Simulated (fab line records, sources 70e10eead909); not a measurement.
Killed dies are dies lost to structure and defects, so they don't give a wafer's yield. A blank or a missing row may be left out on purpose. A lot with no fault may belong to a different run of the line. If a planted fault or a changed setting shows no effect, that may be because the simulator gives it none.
fab line records | flow nand-harc
record lots=11 wafers=33 last-day=33
route steps=1302 shown A_CHANNEL_HOLE_D2@593 A_CHANNEL_FILL_D2@620
lots that met no fault: taken from a fault-free run of the same line
start-h: hours from the record's opening day to when the first of the lot's shown wafers began | wait-h: hours from the lot's prior step to this one | " the same as in the row above | L1.1+2: several wafers, shown together as one row | - no value present, or no start provided | * or withheld: withheld | < > ~ a bound
route shown NAME@n: NAME is a module with steps in the file, n the number in the route of the first one | usual: average and standard deviation across the fault-free wafers | same: alike in all rows | chamber/n: place in a boat | sites: each site's reading | _std_site: standard deviation across them | _edge_site: the outer-site mean with the inner-site mean subtracted | radius-mm: how far each site lies from the wafer's centre | mask NAME#n: copy n | behind: tool/chamber where the wafer was last shaped | hold: why the lot went on hold/how many hours it stayed there/how the hold came to an end | device: whichever transistor did not switch (one of n, p or np) | end of line: tests run on the same wafers once the route is complete | for a step that has no rows: nothing shown but its recipe | killed: not the wafer's yield, but the dies lost to structure and defects at the first sort | map: the dies of a wafer, with x for killed, . for not killed, _ for no die there
set.NAME: setting as actually run; set.NAME@STEP: the setting as run at that earlier step | model.NAME: the simulator's own value behind a step, which no gauge read
a sample of lots followed through the steps of the route, with each step as a table and each wafer as a row
services: a tool's chamber out of use, with start hour (start-h, from the record's first day; less than 0 if before it), hours out, and reason
## steps
# step NHARC_A_CHANNEL_HOLE_D2_ETCH_21
# recipe bias-v=3000 source-w=withheld pressure-mtorr=20 time-s=514.3 ar-flow-sccm=375 c4f8-flow-sccm=89.3 o2-flow-sccm=35.7 temp-c=-20 target-depth-a=16000 chemistry=C4F8/O2/Ar
# usual chamber-pressure-mTorr=20.000/0.018 drypump-motor-current-A=5.27/0.2 showerhead-plenum-p-Torr=3.69/0.15 throttle-valve-pct=32.156/0.0079
# same time-s=514.3
# columns lot.wafer tool chamber start-h wait-h chamber-pressure-mTorr drypump-motor-current-A rf-hours-counter-h showerhead-plenum-p-Torr throttle-valve-pct
L451.1 har-etch-02 1 288.14 0.3 19.984 5.28 344 3.54 32.153
L451.3 " 0 " " 19.983 5.46 - 3.61 32.148
L451.5 " 0 " " 19.997 5.46 - 3.61 32.152
L452.2 har-etch-02 0 312.75 0.3 20.012 5.46 375 3.60 32.151
L452.3 " 0 " " 19.988 5.46 - 3.60 32.146
L452.4 " 1 " " 19.989 5.26 - 3.53 32.159
L457.1 har-etch-01 1 346.36 0.3 20.010 4.94 175 3.68 32.163
L457.4 " 1 " " 19.996 4.93 - 3.68 32.149
L457.5 " 0 " " 20.022 5.46 - 3.59 32.150
L464.1 har-etch-02 1 421.65 0.3 20.002 5.25 15 3.92 32.156
L464.2 " 0 " " 19.990 5.43 15 3.92 32.168
L464.6 " 0 " " 19.967 5.44 - 3.92 32.168
L466.3 har-etch-01 1 449.46 0.3 19.981 4.94 - 3.65 32.168
L466.5 " 0 " " 20.003 5.44 - 3.55 32.150
L466.6 " 1 " " 20.000 4.94 - 3.65 32.154
L467.2 har-etch-02 0 459.46 0.3 20.000 5.42 34 3.91 32.152
L467.1 " 1 " " 20.014 5.23 34 3.91 32.154
L467.4 " 1 " " 20.000 5.25 - 3.91 32.147
L465.1 har-etch-01 0 459.61 0.3 20.005 5.40 252 3.55 32.160
L465.3 " 0 " " 19.995 5.39 - 3.55 32.170
L465.5 " 0 " " 20.006 5.41 - 3.55 32.158
L468.4 har-etch-01 1 472.27 0.3 19.995 4.95 - 3.64 32.160
L468.6 " 1 " " 20.016 4.97 - 3.64 32.153
L468.5 " 0 " " 20.009 5.41 - 3.54 32.150
L471.1 har-etch-01 0 485.01 0.3 20.002 5.40 268 3.54 32.148
L471.4 " 0 " " 20.009 5.42 - 3.54 32.149
L471.5 " 0 " " 20.047 5.41 - 3.54 32.153
L470.1 har-etch-02 1 485.27 0.3 20.008 5.28 54 3.90 32.171
L470.4 " 1 " " 20.020 5.25 - 3.90 32.152
L470.5 " 1 " " 20.010 5.28 - 3.90 32.140
L473.1 har-etch-01 0 507.35 0.3 20.011 5.39 279 3.53 32.156
L473.4 " 0 " " 19.990 5.40 - 3.53 32.166
L473.6 " 0 " " 19.983 5.39 - 3.53 32.162
# step NHARC_A_CHANNEL_HOLE_D2_ETCH_26
# recipe bias-v=300 source-w=2000 pressure-mtorr=30 time-s=224.1 ar-flow-sccm=375 c4f8-flow-sccm=11.4 o2-flow-sccm=113.6 temp-c=-20 target-depth-a=3000 chemistry=C4F8/O2/Ar
# usual bias-v=300/3.1 chamber-pressure-mTorr=29.998/0.026 drypump-motor-current-A=5.27/0.2 showerhead-plenum-p-Torr=3.73/0.16 throttle-valve-pct=24.583/0.0094
# same time-s=224.1
# columns lot.wafer tool chamber start-h wait-h bias-v chamber-pressure-mTorr drypump-motor-current-A rf-hours-counter-h showerhead-plenum-p-Torr throttle-valve-pct
L451.1 har-etch-02 1 291.44 0.6 302 30.038 5.26 347 3.57 24.569
L451.3 " 0 " " 297 30.060 5.45 - 3.65 24.583
L451.5 " 0 " " 300 29.998 5.43 - 3.65 24.593
L452.2 har-etch-02 0 316.09 0.7 299 30.024 5.44 378 3.64 24.596
L452.3 " 0 " " 297 30.025 5.49 - 3.64 24.599
L452.4 " 1 " " 305 29.964 5.26 - 3.56 24.575
L457.1 har-etch-01 1 349.66 0.6 299 30.003 4.96 179 3.73 24.596
L457.4 " 1 " " 296 30.007 4.94 - 3.73 24.565
L457.5 " 0 " " 297 30.046 5.42 - 3.63 24.594
L464.1 har-etch-02 1 425.03 0.7 300 29.969 5.28 19 3.98 24.580
L464.2 " 0 " " 300 29.978 5.45 19 3.98 24.601
L464.6 " 0 " " 301 30.034 5.49 - 3.98 24.581
L466.3 har-etch-01 1 452.68 0.4 299 30.024 4.96 - 3.69 24.577
L466.5 " 0 " " 301 29.928 5.41 - 3.59 24.576
L466.6 " 1 " " 300 29.987 4.93 - 3.69 24.577
L467.2 har-etch-02 0 462.81 0.7 304 29.954 5.46 37 3.97 24.587
L467.1 " 1 " " 301 30.034 5.29 37 3.97 24.600
L467.4 " 1 " " 306 29.969 5.23 - 3.97 24.593
L465.1 har-etch-01 0 462.95 0.7 300 30.042 5.42 256 3.58 24.576
L465.3 " 0 " " 297 30.001 5.38 - 3.58 24.575
L465.5 " 0 " " 295 30.017 5.42 - 3.58 24.597
L468.4 har-etch-01 1 475.53 0.5 302 29.973 4.95 - 3.68 24.594
L468.6 " 1 " " 302 29.992 4.94 - 3.68 24.581
L468.5 " 0 " " 296 29.970 5.38 - 3.58 24.596
L471.1 har-etch-01 0 488.35 0.7 293 30.001 5.45 271 3.57 24.587
L471.4 " 0 " " 296 30.007 5.44 - 3.57 24.579
L471.5 " 0 " " 299 29.975 5.44 - 3.57 24.570
L470.1 har-etch-02 1 488.60 0.6 300 30.058 5.28 57 3.96 24.582
L470.4 " 1 " " 294 29.959 5.26 - 3.96 24.582
L470.5 " 1 " " 294 30.006 5.29 - 3.96 24.587
L473.1 har-etch-01 0 510.69 0.7 299 29.963 5.44 283 3.57 24.562
L473.4 " 0 " " 296 29.980 5.42 - 3.57 24.574
L473.6 " 0 " " 302 30.022 5.44 - 3.57 24.599
# step NHARC_A_CHANNEL_FILL_D2_ETCHBACK_20
# recipe target-depth-a=270 time-s=13.5 c4f8-flow-sccm=withheld o2-flow-sccm=8 ar-flow-sccm=withheld rf-w=600 bias-w=1500 chemistry=C4F8/O2/Ar
# usual chamber-pressure-mTorr=25.002/0.022 oes-product-au=0.991/0.024 rf-fwd-power-W=587.3/2.7 rf-vpp-V=975/6.1
# same time-s=13.5
# columns lot.wafer tool chamber start-h wait-h chamber-pressure-mTorr oes-product-au rf-fwd-power-W rf-hours-counter-h rf-vpp-V
L451.1 rie-diel-06 0 316.42 - 25.001 1.011 587.9 0 968
L451.3 " 0 " " 24.991 1.015 587.1 - 968
L451.5 " 0 " " 25.010 1.009 583.9 - 968
L452.4 rie-diel-01 3 344.34 - 24.993 0.962 584.8 3 970
L452.2 " 0 " " 25.011 0.937 591.5 3 978
L452.3 " 2 " " 25.011 0.979 591.8 3 972
L457.4 rie-diel-06 3 375.50 - 24.990 0.997 587.1 12 976
L457.1 " 0 " " 25.001 1.016 586.8 15 967
L457.5 " 3 " " 25.027 1.011 586.0 - 974
L464.2 rie-diel-01 1 452.95 - 25.006 0.974 591.8 2 971
L464.1 " 3 " " 25.010 0.994 586.5 2 971
L464.6 " 0 " " 24.988 0.988 587.3 - 977
L466.3 rie-diel-06 2 478.39 - 24.982 1.006 584.2 25 977
L466.5 " 1 " " 25.018 1.006 587.2 - 972
L466.6 " 2 " " 25.009 1.008 586.1 - 979
L465.3 rie-diel-01 2 489.08 - 25.004 0.938 591.6 3 974
L465.1 " 1 " " 25.002 0.906 587.3 3 971
L465.5 " 2 " " 24.971 0.941 589.3 - 973
L467.4 rie-diel-12 3 489.10 - 24.985 1.020 585.5 1 989
L467.2 " 0 " " 25.028 0.982 587.8 1 975
L467.1 " 1 " " 25.004 1.001 587.9 1 985
L468.4 rie-diel-01 3 502.65 - 24.984 1.016 587.8 4 971
L468.5 " 2 " " 25.054 1.000 592.1 - 973
L468.6 " 3 " " 25.020 1.020 589.5 - 969
L471.1 rie-diel-01 2 514.82 - 25.006 0.953 590.9 4 973
L471.4 " 3 " " 25.040 0.952 587.7 4 970
L471.5 " 3 " " 24.996 0.946 590.3 - 971
L470.4 rie-diel-12 3 514.82 - 24.986 1.014 583.9 2 989
L470.1 " 0 " " 24.994 0.968 583.3 2 976
L470.5 " 3 " " 24.993 1.008 583.8 - 990
L473.4 rie-diel-01 2 538.60 - 25.005 0.981 587.0 5 973
L473.1 " 0 " " 24.966 0.971 587.9 5 975
L473.6 " 1 " " 25.021 0.951 590.4 - 972
# step NHARC_A_CHANNEL_FILL_D2_CMP_10
# recipe target-thk-nm=150
# usual motor-current-A=12.3/1.4 retaining-ring-pressure-frac=0.999/0.0056 time-to-endpoint-s=14.7/2.4
# columns lot.wafer tool chamber start-h wait-h motor-current-A retaining-ring-pressure-frac time-to-endpoint-s
L451.3 cmp-04 1 341.32 0.4 15.2 0.996 19.7
L451.1 " 0 " " 11.4 0.998 15.5
L451.5 " 2 " " 13.6 0.997 14.8
L452.4 cmp-03 2 369.51 0.4 11.3 1.001 16.3
L452.2 " 3 " " 11.7 1.007 10.0
L452.3 " 0 " " 13.0 0.990 12.9
L457.4 cmp-03 3 404.23 0.4 11.7 0.995 26.8
L457.1 " 2 " " 11.0 0.991 17.4
L457.5 " 0 " " 13.3 1.005 14.1
L464.2 cmp-04 2 475.88 0.4 13.2 0.999 19.0
L464.1 " 1 " " 16.7 1.002 19.3
L464.6 " 2 " " 12.2 0.992 15.8
L466.3 cmp-03 3 505.96 0.4 12.3 1.006 12.9
L466.6 " 1 " " 14.4 0.998 15.3
L466.5 " 2 " " 11.0 0.997 17.6
L465.1 cmp-03 3 513.49 0.4 11.8 1.003 10.6
L465.3 " 2 " " 11.1 0.995 18.2
L465.5 " 0 " " 13.6 0.997 11.3
L467.1 cmp-02 1 513.49 0.4 13.8 0.998 12.6
L467.2 " 3 " " 13.0 0.991 13.7
L467.4 " 0 " " 11.1 0.994 13.8
L468.4 cmp-02 1 526.33 0.4 13.5 1.001 11.4
L468.5 " 2 " " 10.8 1.003 15.8
L468.6 " 3 " " 11.8 1.011 15.0
L470.4 cmp-02 0 538.04 0.4 11.2 0.997 17.9
L470.1 " 1 " " 12.9 0.999 17.1
L470.5 " 3 " " 11.6 0.989 15.8
L471.1 cmp-04 3 538.06 0.4 11.0 0.998 13.2
L471.4 " 1 " " 15.6 0.995 14.0
L471.5 " 2 " " 12.8 1.000 12.3
L473.1 cmp-03 3 561.74 0.4 12.4 0.988 11.3
L473.4 " 0 " " 13.4 0.999 11.0
L473.6 " 3 " " 12.0 0.997 10.8
## services
# columns tool chamber start-h hours kind
cmp-04 - 268.22 1.4 repair
cmp-03 - 272.60 1.9 repair
rie-diel-01 - 276.34 0.8 repair
rie-diel-01 - 301.00 0.1 repair
cmp-04 - 302.22 1.5 repair
cmp-04 - 304.80 2.7 repair
rie-diel-06 - 307.20 9.0 pm
cmp-04 - 307.93 4.0 pm
cmp-03 - 311.31 1.9 repair
cmp-02 - 330.50 4.0 pm
rie-diel-01 - 332.76 0.3 repair
cmp-04 - 348.84 1.7 repair
cmp-03 - 361.19 4.0 pm
har-etch-02 - 377.36 17.0 pm
rie-diel-01 1 379.58 2.2 repair
cmp-03 - 379.82 3.4 repair
rie-diel-01 - 380.80 9.0 pm
cmp-03 - 389.47 0.9 repair
cmp-03 - 459.19 4.0 pm
cmp-03 - 471.48 1.1 repair
cmp-03 - 487.95 1.4 repair
cmp-03 - 507.61 4.1 repair
cmp-03 - 557.19 4.0 pm
rie-diel-01 - 557.80 9.0 pm
## key
first-sign step=NHARC_A_CHANNEL_FILL_D2_CMP_10 reading=time-to-endpoint-s direction=up sigmas=5 usual=* struck=*
effect none on later readings
met-at NHARC_A_CHANNEL_FILL_D2_CMP_10
struck-lots L457
struck-wafers L457.4
tester-left-out L457
not-acting-at NHARC_A_CHANNEL_HOLE_D2_ETCH_21,NHARC_A_CHANNEL_HOLE_D2_ETCH_26,NHARC_A_CHANNEL_FILL_D2_ETCHBACK_20
onset-between 369.51 404.23
fault kind=process-parameter-drift tool=cmp-03 chamber=- onset-h=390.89 steps=NHARC_A_CHANNEL_FILL_D2_CMP_10 channel=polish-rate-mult offset=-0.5 shape=step end-h=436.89 scope=struck-wafers-only
# tester-left-out: of these lots the tester's yield and bins aren't shown, on N5 and GAA mostly nor the transistor test; their killed dies are dies lost to structure and defects alone, not to doping, threshold or leakage, so they don't give the yield
